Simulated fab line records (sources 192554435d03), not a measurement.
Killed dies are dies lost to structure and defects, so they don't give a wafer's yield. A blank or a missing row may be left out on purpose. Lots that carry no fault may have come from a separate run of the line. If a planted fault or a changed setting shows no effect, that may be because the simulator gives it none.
Split-lot experiment ; flow n5 finfet ; on a route of 1938 steps: 7 lots, 21 wafers read

== THE SPLIT ==
At N5_HKMG_FIN_PEB_47 (peb time 60 s), the setting peb time s was moved away from the recipe's 60 s on 9 of the 21 wafers read, by -17.8% to +22.2%. This setting was run at the recipe's value on the other wafers.

== BETWEEN THE SPLIT AND THE READING: the file shows 1 step in between ==
- N5_HKMG_FIN_DEVELOP_48: develop time 30 s

== THE READING ==
cd nm, in nm, at N5_HKMG_FIN_CD_MEAS_49 (target cd 202 nm). Fault-free wafers of this fab line usually give 201.9 nm, standard deviation 0.63 nm.

wafer;tool, chamber at the split;peb time s as run, s;against the recipe;cd nm, nm;against lot-mates on the recipe
L078.1;litho track-02, 0;49.32;-17.8%;196.1;-6.9
L078.3;litho track-02, 0;49.32;-17.8%;195.6;-7.4
L078.6;litho track-02, 0;60;recipe;203.0;-
L083.1;litho track-05, 0;60;recipe;201.8;-
L083.2;litho track-05, 0;60;recipe;202.4;-
L083.6;litho track-05, 0;60;recipe;202.0;-
L088.4;litho track-02, 0;60;recipe;200.7;-
L088.5;litho track-02, 0;73.35;+22.2%;207.4;+6.3
L088.6;litho track-02, 0;60;recipe;201.5;-
L089.1;litho track-04, 0;60;recipe;202.0;-
L089.3;litho track-04, 0;60;recipe;201.6;-
L089.5;litho track-04, 0;54.87;-8.6%;199.0;-2.8
L093.1;litho track-05, 0;51.12;-14.8%;196.8;-5.5
L093.3;litho track-05, 0;60;recipe;202.3;-
L093.6;litho track-05, 0;51.12;-14.8%;196.0;-6.3
L094.1;litho track-02, 0;60;recipe;203.0;-
L094.2;litho track-02, 0;60;recipe;202.3;-
L094.5;litho track-02, 0;60;recipe;202.2;-
L096.1;litho track-05, 0;72.64;+21.1%;207.2;no lot-mate on the recipe
L096.2;litho track-05, 0;72.64;+21.1%;206.5;no lot-mate on the recipe
L096.5;litho track-05, 0;72.64;+21.1%;206.9;no lot-mate on the recipe

FIT RESULTS
A straight line over all 21 wafers: cd nm changes by +0.284 nm for each +1% of peb time s; r = +0.97; the points scatter about the line by 0.81 nm.
The same after taking each lot's own level away (the mean of its wafers on the recipe; 18 wafers): +0.354 nm for each +1%; r = +0.99; scatter 0.57 nm.
On that fit, the largest move of peb time s shifts the reading by 7.9 nm.
The span of the lots' own levels, 201.10 to 203.00 nm, comes to 3.0 times the standard deviation stated above.
So the lot-to-lot level changes the slope: the two fits differ.
Check: +8.86 nm against its lot-mates is what the line predicts for one of the wafers moved furthest among these (+22.2%) when that wafer is left out of the fit. Against them it came out at +6.3 nm.

== ADDITIONAL SPLITS CARRIED BY THESE WAFERS ==
Other splits were also applied to these wafers ahead of the reading. Each is held against what the fit with the lots' levels taken away leaves over:
other split on the same wafers;wafers away from the commonest value;r with cd nm (lot level and that fit taken away)
N5_SD_EPI_N_DEVELOP_08 develop time s;6;-0.36

== THE WHOLE CHAIN: every reading that the file lists as answering this split, in the file's order ==
step;what it does;reading;change (the file's fit);r (the file's)
N5_HKMG_FIN_CD_MEAS_49;target cd 202 nm;cd nm;+0.344 nm for each +1% of the setting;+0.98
N5_HKMG_FIN_ETCH_54;etches SiARC in CF4, target depth 45.5 nm, time 75.8 s;HKMG_FIN.cd offset nm (the simulator's own value, which no gauge read);+0.332 nm for each +1% of the setting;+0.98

== THE FILE'S OWN FIT ==
cd nm changes by +0.344 nm for each +1% of peb time s, r = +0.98.
